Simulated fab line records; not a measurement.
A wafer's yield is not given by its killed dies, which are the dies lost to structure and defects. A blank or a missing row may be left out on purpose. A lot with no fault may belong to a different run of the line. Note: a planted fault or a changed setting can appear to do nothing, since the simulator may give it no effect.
Comparing a struck lot with a sound one / flow nand harc / 21 out of 1159 route steps
Sound: these wafers, L689.2, L689.3, L689.6. Struck: wafers L700.3, L700.5, L700.6. The cause is given at the end.
At each step with rows: each side's tool, then ch and its chambers, then its first start. Under that, the readings that differ: sound wafers / struck wafers / difference of the means / sigmas: that difference in standard deviations of wafers without a fault.
alike: same words and numbers on both sides, and readings whose means sit less than 2 such deviations apart. not compared: any withheld reading, any reading some wafer has no value for, any bound like >300 that may hide the same value, and any number with overlapping values for which the record gives no deviation.
Wherever a step has rows on one side only, a row that says differs or no value, or a row with sigmas, the two part there. Non-overlapping numbers with no deviation appear without sigmas and do not part them. A reading missing from all wafers of one side parts the sides only when that side holds two or more wafers.

NHARC_P_CONTACT_CMP_24: polishes, t overpolish 30 s, target thk 200 nm.
  sound on cmp-02 ch 0,2,3, day 8 10:52; struck on cmp-01 ch 2,3, day 10 22:03
  alike: motor current A, overpolish run s, time to endpoint s
  not compared: pad life wafers
next, for these wafers, 1 step has no rows: NHARC_P_CONTACT_SRD_26.
NHARC_P_CONTACT_INSPECT_27:
  struck on defect inspect-02, day 10 22:26; sound on defect inspect-02, day 8 11:13
  alike: raw defect count
then, 8 steps without rows for these wafers: NHARC_P_M0_DEP_00 (deposits SiOC, target thk 150 nm); NHARC_P_M0_DEHYDRATE_01 (time 120 s); NHARC_P_M0_HMDS_02 (time 30 s); NHARC_P_M0_COAT_33 (time 65 s); NHARC_P_M0_COAT_03 (resist thk 90 nm); NHARC_P_M0_SOFTBAKE_04 (time 55 s); NHARC_P_M0_EBR_05; NHARC_P_M0_EXPOSE_06 (exposes mask P M0, target cd 90 nm).
NHARC_P_M0_PEB_07: peb time 65 s.
  sound on litho track-06 ch 0, day 8 11:55; struck on litho track-01 ch 0, day 10 23:16
reading=heater power total W (W); sound=156.8 156.1 157.0; struck=168.8 168.8 168.4; difference=+12.0; sigmas=+28
then, 1 step without rows for these wafers: NHARC_P_M0_DEVELOP_08 (develop time 35 s).
NHARC_P_M0_CD_MEAS_09: the cd target is 90 nm.
  sound on cd sem-02 ch 0, day 8 12:00; struck on cd sem-02 ch 0
reading=cd nm (nm); sound=91.2 90.8 90.0; struck=84.8 85.9 85.7; difference=-5.2; sigmas=-8
  not compared: hold
NHARC_P_M0_OVL_MEAS_10: pitch 180 nm.
  struck on overlay-01, day 11 07:31; sound on overlay-01, day 8 12:05
reading=hold; sound=- - -; struck=await dispo/7.9h/release await dispo/7.9h/release await dispo/7.9h/release; difference=no value on the sound wafers; sigmas=
reading=overlay y nm (nm); sound=0.4 1.0 0.9; struck=-1.7 -1.5 -2.3; difference=-2.6; sigmas=-3
  alike: overlay x nm
NHARC_P_M0_INSPECT_11:
  struck on defect inspect-01, day 11 07:34; sound on defect inspect-02, day 8 12:07
  alike: raw defect count
NHARC_P_M0_DESCUM_14: chemistry O2, time 3 s.
  sound on rie diel-05 ch 1,2,3, day 8 12:11; struck on rie diel-05 ch 0,1,2, day 11 07:39
reading=model.P_M0.cd nm (nm); sound=91.5 90.23 90.63; struck=84.48 86.47 85.12; difference=-5.43; sigmas=
  alike: drypump motor current A, oes product au, rf vpp V, showerhead plenum p Torr, throttle valve pct
  not compared: rf hours counter h
NHARC_P_M0_ETCH_34: etches the open film in N2/H2, target depth 40 nm, overetch 12 nm, time 43.94 s.
  sound on rie diel-05 ch 0,1,3, day 8 12:16; struck on rie diel-05 ch 0,1,3, day 11 07:43
  alike: drypump motor current A, oes product au, rf vpp V, showerhead plenum p Torr, throttle valve pct
  not compared: rf hours counter h
NHARC_P_M0_ETCH_15: etches the open film in C4F8/Ar, target depth 150 nm, overetch 15 nm, time 82.5 s.
  sound: rie diel-05 ch 2,3; struck: rie diel-05 ch 2,3
reading=model.P_M0.cd nm (nm); sound=91.93 90.01 91.24; struck=85.39 87.03 84.93; difference=-5.28; sigmas=
  alike: oes product au, rf vpp V
  not compared: rf hours counter h
NHARC_P_M0_CD_MEAS_16:
  struck on cd sem-01, day 11 08:08; sound on cd sem-01, day 8 12:30
reading=cd nm (nm); sound=92.4 89.7 91.3; struck=85.5 87.1 84.7; difference=-5.4; sigmas=-6
  not compared: hold
-- break in the record here, with 13 days between the starts of the struck wafers on either side (left off in module P_M0, picked up again in module END, where the first step shown is number 1159 on the route) --
NHARC_END_SORT_01:
  only the struck wafers appear in the record here, on prober-02 ch 0 at day 24 09:16; the sound ones have no rows

## WHERE THEY PART
Last at NHARC_END_SORT_01 as far as this record goes, first at NHARC_P_M0_PEB_07.

WHY: what the simulator had put in
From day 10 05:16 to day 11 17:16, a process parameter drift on litho track-01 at NHARC_P_M0_PEB_07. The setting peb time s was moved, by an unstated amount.
